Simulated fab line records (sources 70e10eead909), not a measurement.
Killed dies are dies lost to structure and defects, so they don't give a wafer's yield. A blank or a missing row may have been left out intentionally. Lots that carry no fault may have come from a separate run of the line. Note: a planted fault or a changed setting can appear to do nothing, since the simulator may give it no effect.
One fault seen from 2 desks | flow nandHarc | what lay behind the numbers comes last; until then each desk has only its own

== FOR THE TOOL OWNER'S DESK: pvdSputter-03 ==
The tool's own readings at NHARC_A_BLC_PVD_32 (deposits Ti, target thk 5 nm, time 17.7 s): means of the sampled wafers that have a number, for each lot that ran on this tool. Any lot whose mean is over 4 standard deviations away from the usual mean is out of limits and marked OUT; that distance is given in the brackets.
Columns: A = throttleValvePct at NHARC_A_BLC_PVD_32, usual 30.2 %
lot  | first seen here | A
L321 | day 17 16:16    | 29.5
L324 | day 17 18:14    | 29.6
L323 | day 17 22:58    | 29.7
L326 | day 19 09:53    | 29.5
L327 | day 19 10:39    | 29.6
L328 | day 19 16:51    | 30.0
L329 | day 19 18:58    | 30.3
L330 | day 19 20:49    | 29.4
Result from this desk: across the 8 lots, nothing is out of limits.

== THE METROLOGY DESK ==
Lot by lot, what the gauges showed, no matter which tool ran the lot: averages of those sampled wafers that carry a number. Any lot whose mean is over 4 standard deviations away from the usual mean is out of limits and marked OUT; that distance is given in the brackets.
Columns: A = cdNm at NHARC_A_BONDPAD_CD_MEAS_13, usual 500.4 nm
lot  | first seen here | A
L321 | day 18 04:08    | 500.4
L324 | day 18 06:13    | 498.0
L322 | day 18 14:10    | 502.8
L323 | day 18 14:20    | 498.5
L326 | day 19 23:23    | 502.6
L327 | day 19 23:49    | 495.2
L328 | day 20 06:38    | 498.5
L329 | day 20 07:10    | 504.0
L330 | day 20 09:36    | 499.2
L334 | day 22 06:23    | 501.3
L335 | day 22 15:14    | 499.9
L339 | day 23 00:37    | 499.4
L342 | day 23 22:53    | 498.7
Result from this desk: across the 13 lots, nothing is out of limits.

== TAKEN TOGETHER ==
The desk of the tool owner found nothing out of limits.
Metrology desk: nothing out of limits seen.

== WHAT THE SIMULATOR PUT IN ==
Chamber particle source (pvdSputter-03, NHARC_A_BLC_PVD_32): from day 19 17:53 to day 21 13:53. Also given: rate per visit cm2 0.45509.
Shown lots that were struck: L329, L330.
